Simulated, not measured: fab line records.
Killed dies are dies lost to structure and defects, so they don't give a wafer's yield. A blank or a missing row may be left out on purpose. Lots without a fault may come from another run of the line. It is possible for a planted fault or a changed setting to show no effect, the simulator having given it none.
Which tool was responsible? + flow n5 finfet + 11 lots, 30 wafers sampled, at 5 steps of a route of 1938

== WHAT THE GAUGES SHOWED, per wafer ==
N5_BEOL_M4_RC_MEAS_101. Usual: DIBL_N 35.3 mV/V, standard deviation 2.5; DIBL_P 35 mV/V, standard deviation 3.3; IOFF_N 0.15 nA/um, standard deviation 0.049; IOFF_P 0.20 nA/um, standard deviation 0.056; ION_N 673 uA/um, standard deviation 16; ION_P 462 uA/um, standard deviation 10; SS_N 71.2 mV/dec, standard deviation 0.85; SS_P 73.0 mV/dec, standard deviation 0.97; VT_N 252 mV, standard deviation 4.9; VT_P -251 mV, standard deviation 5.
| lot  | measured     | on        | DIBL_N (mV/V)  | DIBL_P (mV/V) | IOFF_N (nA/um) | IOFF_P (nA/um) | ION_N (uA/um) | ION_P (uA/um) | SS_N (mV/dec)  | SS_P (mV/dec)  | VT_N (mV)   | VT_P (mV)      | flag |
|------|--------------|-----------|----------------|---------------|----------------|----------------|---------------|---------------|----------------|----------------|-------------|----------------|------|
| L875 | day 8 12:38  | prober-02 | 34.2 31.6      | 33 31         | 0.13 0.10      | 0.19 0.15      | 673 662       | 461 464       | 70.8 70.7      | 72.6 71.8      | 251 255     | -249 -252      |      |
| L878 | day 9 05:55  | prober-01 | 38.6 39.0      | 41 41         | 0.24 0.24      | 0.30 0.32      | 708 709       | 481 490       | 72.3 73.0      | 75.0 75.2      | 242 245     | -244 -243      |      |
| L880 | day 9 06:55  | prober-02 | 35.2 32.3      | 35 32         | 0.13 0.09      | 0.17 0.13      | 662 655       | 449 454       | 71.6 70.1      | 72.9 73.1      | 250 256     | -253 -257      |      |
| L883 | day 10 08:30 | prober-02 | 37.4 37.0 36.5 | 38 37 35      | 0.20 0.17 0.15 | 0.24 0.22 0.18 | 700 692 665   | 471 468 453   | 71.4 72.1 71.7 | 73.1 74.1 73.1 | 245 248 250 | -251 -250 -254 |      |
| L885 | day 11 02:05 | prober-01 | 37.1 39.3 36.3 | 37 39 36      | 0.17 0.20 0.16 | 0.22 0.26 0.23 | 673 671 684   | 456 452 466   | 71.7 72.3 71.8 | 72.7 74.0 73.4 | 245 247 245 | -248 -244 -248 |      |
| L889 | day 11 05:06 | prober-01 | 30.9 30.3 31.9 | 30 31 32      | 0.10 0.09 0.10 | 0.16 0.19 0.19 | 663 652 657   | 456 472 464   | 70.4 69.6 70.5 | 71.9 71.8 71.8 | 257 254 255 | -247 -246 -245 |      |
| L887 | day 11 05:14 | prober-02 | 32.9 35.1 36.9 | 32 34 37      | 0.09 0.12 0.15 | 0.14 0.16 0.19 | 649 669 671   | 452 460 461   | 71.6 71.0 71.4 | 72.4 73.0 73.3 | 257 257 255 | -256 -256 -251 |      |
| L895 | day 13 04:11 | prober-02 | 33.8 34.3 33.3 | 33 34 32      | 0.11 0.11 0.11 | 0.15 0.15 0.14 | 667 678 684   | 458 467 468   | 70.2 70.8 69.6 | 71.5 71.8 71.5 | 254 258 256 | -256 -253 -257 |      |
| L894 | day 13 09:14 | prober-01 | 32.7 33.0 33.1 | 32 33 32      | 0.11 0.11 0.10 | 0.16 0.18 0.16 | 684 658 666   | 473 462 462   | 70.2 70.7 70.4 | 73.0 73.1 72.7 | 255 253 260 | -254 -250 -253 |      |
| L896 | day 14 00:22 | prober-02 | 31.1 34.4 34.5 | 28 30 32      | 0.07 0.10 0.11 | 0.10 0.12 0.13 | 644 640 672   | 447 434 461   | 69.2 70.3 70.5 | 71.7 71.8 72.5 | 262 260 254 | -261 -260 -258 |      |
| L898 | day 14 06:27 | prober-02 | 32.9 37.2 37.3 | 31 36 35      | 0.09 0.14 0.14 | 0.13 0.18 0.17 | 648 654 656   | 451 448 445   | 71.3 71.5 72.3 | 72.7 73.9 73.9 | 257 253 256 | -261 -254 -256 |      |

== WHAT TOOL EACH LOT RAN ON (gives the tool, then ch and the chambers of the sampled wafers, and finally the start) ==
| lot  | N5_BEOL_M3_ANNEAL_80         | N5_BEOL_M3_ANNEAL_91         | N5_BEOL_M3_ANNEAL_93         | N5_BEOL_M3_CMP_52             |
|------|------------------------------|------------------------------|------------------------------|-------------------------------|
| L875 | pvd sputter-03, day 7 19:13  | pvd sputter-03, day 7 20:05  | pvd sputter-03, day 7 20:19  | cmp-03 ch 0,1, day 7 21:20    |
| L878 | pvd sputter-03, day 8 15:31  | pvd sputter-03, day 8 16:24  | pvd sputter-03, day 8 16:37  | cmp-03 ch 3, day 8 17:34      |
| L880 | pvd sputter-01, day 8 18:48  | pvd sputter-01, day 8 19:41  | pvd sputter-01, day 8 19:54  | cmp-02 ch 0,2, day 8 20:46    |
| L883 | pvd sputter-01, day 9 20:42  | pvd sputter-01, day 9 21:35  | pvd sputter-01, day 9 21:48  | cmp-02 ch 0,2,3, day 9 22:46  |
| L885 | pvd sputter-02, day 10 10:44 | pvd sputter-02, day 10 11:37 | pvd sputter-02, day 10 11:50 | cmp-02 ch 1,2,3, day 10 12:41 |
| L889 | pvd sputter-01, day 10 15:44 | pvd sputter-01, day 10 16:37 | pvd sputter-01, day 10 16:50 | cmp-03 ch 1,2,3, day 10 17:47 |
| L887 | pvd sputter-03, day 10 15:53 | pvd sputter-03, day 10 16:46 | pvd sputter-03, day 10 16:59 | cmp-02 ch 2,3, day 10 17:56   |
| L895 | pvd sputter-01, day 12 15:36 | pvd sputter-01, day 12 16:29 | pvd sputter-01, day 12 16:42 | cmp-02 ch 0,1,3, day 12 17:38 |
| L894 | pvd sputter-01, day 12 19:13 | pvd sputter-01, day 12 20:06 | pvd sputter-01, day 12 20:19 | cmp-02 ch 1,3, day 12 21:11   |
| L896 | pvd sputter-01, day 13 01:31 | pvd sputter-01, day 13 02:24 | pvd sputter-01, day 13 02:37 | cmp-03 ch 0,3, day 13 03:29   |
| L898 | pvd sputter-03, day 13 06:00 | pvd sputter-03, day 13 06:53 | pvd sputter-03, day 13 07:06 | cmp-02 ch 0,1, day 13 07:57   |
- N5_BEOL_M3_ANNEAL_80: time 240 s.
- N5_BEOL_M3_ANNEAL_91: time 240 s.
- N5_BEOL_M3_ANNEAL_93: time 240 s.
- N5_BEOL_M3_CMP_52: polishes, stops on SiOC, t overpolish 6.8 s, target thk 40 nm.

== WHAT THE TOOLS THEMSELVES READ (means of the sampled wafers that have a number; where no wafer has one, the mark that the record gives instead) ==
N5_BEOL_M3_ANNEAL_80. Usual: heater power w 928 W, standard deviation 63; susceptor temp C 400.01 C, standard deviation 0.22.
| lot  | tool           | heater power w (W) | susceptor temp C (C) | flag |
|------|----------------|--------------------|----------------------|------|
| L875 | pvd sputter-03 | 888                | 400.06               |      |
| L878 | pvd sputter-03 | 922                | 399.87               |      |
| L880 | pvd sputter-01 | 933                | 399.88               |      |
| L883 | pvd sputter-01 | 1014               | 399.79               |      |
| L885 | pvd sputter-02 | 854                | 400.09               |      |
| L889 | pvd sputter-01 | 980                | 400.15               |      |
| L887 | pvd sputter-03 | 924                | 400.18               |      |
| L895 | pvd sputter-01 | 958                | 400.14               |      |
| L894 | pvd sputter-01 | 1006               | 400.04               |      |
| L896 | pvd sputter-01 | 929                | 399.65               |      |
| L898 | pvd sputter-03 | 902                | 399.80               |      |

N5_BEOL_M3_ANNEAL_91. Usual: heater power w 927 W, standard deviation 66; susceptor temp C 400.03 C, standard deviation 0.2.
| lot  | tool           | heater power w (W) | susceptor temp C (C) | flag |
|------|----------------|--------------------|----------------------|------|
| L875 | pvd sputter-03 | 885                | 400.09               |      |
| L878 | pvd sputter-03 | 919                | 400.23               |      |
| L880 | pvd sputter-01 | 926                | 399.80               |      |
| L883 | pvd sputter-01 | 1021               | 400.22               |      |
| L885 | pvd sputter-02 | 838                | 399.97               |      |
| L889 | pvd sputter-01 | 976                | 399.90               |      |
| L887 | pvd sputter-03 | 915                | 400.24               |      |
| L895 | pvd sputter-01 | 951                | 400.02               |      |
| L894 | pvd sputter-01 | 1009               | 399.94               |      |
| L896 | pvd sputter-01 | 911                | 400.14               |      |
| L898 | pvd sputter-03 | 908                | 400.14               |      |

N5_BEOL_M3_ANNEAL_93. Usual: heater power w 927 W, standard deviation 67; susceptor temp C 399.99 C, standard deviation 0.22.
| lot  | tool           | heater power w (W) | susceptor temp C (C) | flag |
|------|----------------|--------------------|----------------------|------|
| L875 | pvd sputter-03 | 860                | 399.99               |      |
| L878 | pvd sputter-03 | 930                | 400.05               |      |
| L880 | pvd sputter-01 | 927                | 400.10               |      |
| L883 | pvd sputter-01 | 1006               | 399.84               |      |
| L885 | pvd sputter-02 | -                  | -                    | OFF  |
| L889 | pvd sputter-01 | -                  | -                    | OFF  |
| L887 | pvd sputter-03 | -                  | -                    | OFF  |
| L895 | pvd sputter-01 | 945                | 399.77               |      |
| L894 | pvd sputter-01 | 1001               | 400.11               |      |
| L896 | pvd sputter-01 | 919                | 400.14               |      |
| L898 | pvd sputter-03 | 909                | 400.03               |      |

N5_BEOL_M3_CMP_52. Usual: barrier field endpoint s 24.7 s, standard deviation 0.86; clearing platen rpm 50.000 rpm, standard deviation 0.027; motor current A 6.2 A, standard deviation 0.63; overpolish run s 6.800 s, standard deviation 0.0095; time to endpoint s 62 s, standard deviation 5.
| lot  | tool   | barrier field endpoint s (s) | clearing platen rpm (rpm) | motor current A (A) | overpolish run s (s) | time to endpoint s (s) | flag |
|------|--------|------------------------------|---------------------------|---------------------|----------------------|------------------------|------|
| L875 | cmp-03 | 24.4                         | 50.016                    | 6.5                 | 6.800                | 60                     |      |
| L878 | cmp-03 | 24.3                         | 49.954                    | 5.9                 | 6.790                | 60                     |      |
| L880 | cmp-02 | 24.4                         | 49.989                    | 6.5                 | 6.801                | 62                     |      |
| L883 | cmp-02 | 25.7                         | 50.010                    | 6.0                 | 6.798                | 67                     |      |
| L885 | cmp-02 | 24.6                         | 49.998                    | 6.0                 | 6.803                | 67                     |      |
| L889 | cmp-03 | 24.8                         | 49.977                    | 6.4                 | 6.794                | 61                     |      |
| L887 | cmp-02 | 25.5                         | 50.000                    | 5.8                 | 6.802                | 68                     |      |
| L895 | cmp-02 | 24.3                         | 49.993                    | 6.2                 | 6.806                | 61                     |      |
| L894 | cmp-02 | 23.9                         | 49.998                    | 6.0                 | 6.809                | 59                     |      |
| L896 | cmp-03 | 24.1                         | 49.987                    | 5.7                 | 6.800                | 60                     |      |
| L898 | cmp-02 | 24.2                         | 50.041                    | 6.7                 | 6.797                | 59                     |      |

== THE ANSWER, worked out from the rows above alone ==
Rule: lot off if the mean of its wafers having a number is beyond 3 standard deviations from the usual mean. A lot without any number at a reading at which 4 lots or more have one is off too. Where the step has rows for the other lots, those lots are counted as sound. The gauges are gone through in route order, then the tools' own readings, and for those a lot's mean is taken as printed above. At the first step where some lot is off, the reading lying furthest off is the one used; lots without a number count as furthest.
Off, at N5_BEOL_M3_ANNEAL_93 on heater power w: L885, L889, L887. Without a number there: L885, L889, L887.
A tool fits if, at that step or a process step before it, it ran every lot that is off, and no sound lot after the first of them. Of those tried, none fits.

== WHAT THE SIMULATOR HAD PUT IN ==
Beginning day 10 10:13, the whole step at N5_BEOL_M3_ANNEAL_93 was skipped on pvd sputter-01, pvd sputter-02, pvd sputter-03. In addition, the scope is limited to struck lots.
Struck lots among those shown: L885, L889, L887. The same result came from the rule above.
